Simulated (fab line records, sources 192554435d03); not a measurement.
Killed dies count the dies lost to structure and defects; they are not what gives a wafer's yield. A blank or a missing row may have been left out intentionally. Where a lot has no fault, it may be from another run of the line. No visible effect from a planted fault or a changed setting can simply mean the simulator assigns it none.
Comparing a struck lot with a sound one	flow n5Finfet	39 out of 1938 route steps
Sound: these wafers, L704.1, L704.2, L704.5. Struck: wafer L694.6. (L694.2, L694.4 of the same lot were not struck and are left out.) The cause comes at the end.
Per side, at each step with rows, come the tool, then ch with its chambers, and then its first start. Under that, the readings that differ: sound wafers	struck wafers	difference of the means	sigmas: that difference in standard deviations of wafers without a fault.
alike: a reading whose means differ by less than 2 such deviations, as well as words and numbers matching on both sides. not compared: withheld readings; readings where some wafer has no value; bounds like >300 that might hide an equal value; numbers whose values overlap and for which the record gives no deviation.
Wherever a step has rows on one side only, a row that says differs or no value, or a row with sigmas, the two part there. Non-overlapping numbers with no deviation appear without sigmas and do not part them. A reading missing from all wafers of one side parts the sides only when that side holds two or more wafers.

first, 10 steps without rows for these wafers: N5_MOL_CONTACT_COAG_SPUTTER_143 (material Co, target thk 2.5 nm); N5_MOL_CONTACT_COAG_CO_FILL_22 (material Co, precursor CCTBA/H2, target thk 20 nm); N5_MOL_CONTACT_COAG_ANNEAL_113 (time 300 s); N5_MOL_CONTACT_COAG_PRE_CLEAN_142 (time 60 s); N5_MOL_CONTACT_COAG_SPUTTER_130 (material Co, target thk 47.5 nm); N5_MOL_CONTACT_COAG_PRECLEAN_125 (cleans in DIW, time 57.5 s); N5_MOL_CONTACT_COAG_SRD_126 (dry time 32 s); N5_MOL_CONTACT_COAG_CMP_23 (polishes, stops on SiO2, t overpolish 1.5 s, target thk 0 nm); N5_MOL_CONTACT_COAG_WET_ETCH_26 (target Co, target depth 13 nm); N5_MOL_CONTACT_COAG_WET_ETCH_116 (etches the open film in SC1-inhibited, target depth 4.6 nm, rinse time 30 s).
N5_MOL_CONTACT_COAG_ALD_27: deposits SiOC, target thk 17 nm, pulse time 1.5 s, time 2720 s.
  sound on aldSin-01 ch 1,2, day 9 13:09; struck on aldSin-03 ch 3, day 7 00:58
reading	sound	struck	difference	sigmas
aldCycles	340 340 340	169	-171	
runLengthS (s)	2769.7 2769.0 2769.5	1402.5	-1366.9	-99 or more
timeS (s)	2720 2720 2720	1352	-1368	
model.SiOC_of_MOL_CONTACT_COAG_ALD_27.thkNm (nm)	17.2 17 17	8.4	-8.7	
  alike: heaterPowerW, precursorPulseHeightRel
N5_MOL_CONTACT_COAG_CMP_28: polishes, stops on SiNx, t overpolish 0.85 s, target thk 14.522 nm.
  sound on cmp-03 ch 0,1,3, day 9 14:46; struck on cmp-02 ch 3, day 7 02:32
reading	sound	struck	difference	sigmas
model.SiOC_of_MOL_CONTACT_COAG_ALD_27.thkNm (nm)	15 14.4 15.2	8.4	-6.5	
  alike: motorCurrentA
then, 24 steps without rows for these wafers: N5_MOL_CONTACT_COAG_ALD_123 (deposits SiNx, target thk 5 nm, pulse time 1 s, purge time 2 s); N5_MOL_CONTACT_COAG_PECVD_31 (deposits SiO2 from TEOS/O2, target thk 46 nm, time 8.9 s); N5_MOL_CONTACT_COAG_COAT_75 (time 60 s, resist thk 60 nm); N5_MOL_CONTACT_COAG_COAT_76 (time 60 s, resist thk 10 nm); N5_MOL_CONTACT_COAG_COAT_77 (time 60 s, resist thk 10 nm); N5_MOL_CONTACT_COAG_COAT_78 (resist thk 40 nm); N5_MOL_CONTACT_COAG_EBR_80; N5_MOL_CONTACT_COAG_SOFTBAKE_79 (time 60 s); N5_MOL_CONTACT_COAG_EXPOSE_81 (exposes mask VG, defocus 0 nm); N5_MOL_CONTACT_COAG_PEB_82 (peb time 60 s); N5_MOL_CONTACT_COAG_DEVELOP_83 (develop time 30 s); N5_MOL_CONTACT_COAG_DESCUM_88 (chemistry O2, time 7 s); N5_MOL_CONTACT_COAG_ETCH_89 (etches underlayer in N2/H2, target depth 13 nm, time 10.4 s); N5_MOL_CONTACT_COAG_ETCH_90 (etches SiARC in CF4, target depth 13 nm, time 21.7 s); N5_MOL_CONTACT_COAG_ALD_131 (deposits SiO2, target thk 5 nm, pulse time 1 s, co reactant pulse time 1 s); N5_MOL_CONTACT_COAG_ETCHBACK_132 (etches SiO2 in CHF3, target depth 10 nm, time 6.7 s); N5_MOL_CONTACT_COAG_ETCH_91 (etches SOC in N2/H2, target depth 60 nm, overetch 21 nm, time 101.2 s); N5_MOL_CONTACT_COAG_STRIP_92 (strips in N2/H2); N5_MOL_CONTACT_COAG_STRIP_93 (strips in N2/H2); N5_MOL_CONTACT_COAG_ETCHBACK_135 (etches SiO2 in CHF3, target depth 25 nm, time 16.7 s); N5_MOL_CONTACT_COAG_STRIP_118 (strips in CHF3); N5_MOL_CONTACT_COAG_VIA_ETCH_46 (etches SiO2 in C4F6/O2, target depth 46 nm, overetch 9.2 nm, time 40 s); N5_MOL_CONTACT_COAG_STRIP_96 (strips in N2/H2); N5_MOL_CONTACT_COAG_ETCH_47 (etches SiNx in CH3F/O2, stops on W, target depth 27 nm).
N5_MOL_CONTACT_COAG_ETCH_48: etches SiOC in C4F6/O2, target depth 15 nm, overetch 4.5 nm, time 17 s.
  sound on rieDiel-02 ch 0,2,3, day 9 18:16; struck on rieDiel-01 ch 3, day 7 08:53
reading	sound	struck	difference	sigmas
drypumpMotorCurrentA (A)	5.6 6.0 6.0	4.8	-1.1	-2
oesProductAu (a.u.)	0.66 0.62 0.65	0.48	-0.16	-2
rfVppV (V)	1584 1572 1587	1600	+19	+2
model.etch.depthNm (nm)	14.91 14.47 15.16	8.381	-6.466	
  alike: C4F6_flow_sccm, oes_ar_750_au, showerheadPlenumPTorr, throttleValvePct
  not compared: rfHoursCounterH
-- the record jumps here: 3 days lie between the struck wafers' starts before and after (it left off in module MOL_CONTACT_COAG and takes up again in module BEOL_M4, whose first step shown is number 1111 of the route) --
N5_BEOL_M4_RC_MEAS_101:
  sound on prober-01 ch 0, day 12 18:41; struck on prober-01 ch 0, day 9 22:51
reading	sound	struck	difference	sigmas
DIBL_N (mV/V)	39.3 39.1 38.5	35.3	-3.7	-3
DIBL_P (mV/V)	40.7 41.1 40.1	34.5	-6.1	-4
IOFF_N (nA/um)	0.207 0.204 0.188	0.141	-0.059	-3
SS_P (mV/dec)	75.2 73.8 74.2	72.5	-1.9	-3
  alike: IOFF_P, ION_N, ION_P, SS_N, VT_N, VT_P
N5_PASSIVATION_PROBE_49:
  the record has rows for the sound wafers here (prober-01, day 16 23:14) and none for the struck ones

## WHERE THEY PART
First at N5_MOL_CONTACT_COAG_ALD_27; last, within this record, at N5_PASSIVATION_PROBE_49.

WHY: whatever the simulator had introduced
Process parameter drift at N5_MOL_CONTACT_COAG_ALD_27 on aldSin-03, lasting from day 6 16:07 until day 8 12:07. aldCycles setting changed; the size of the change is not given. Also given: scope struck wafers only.
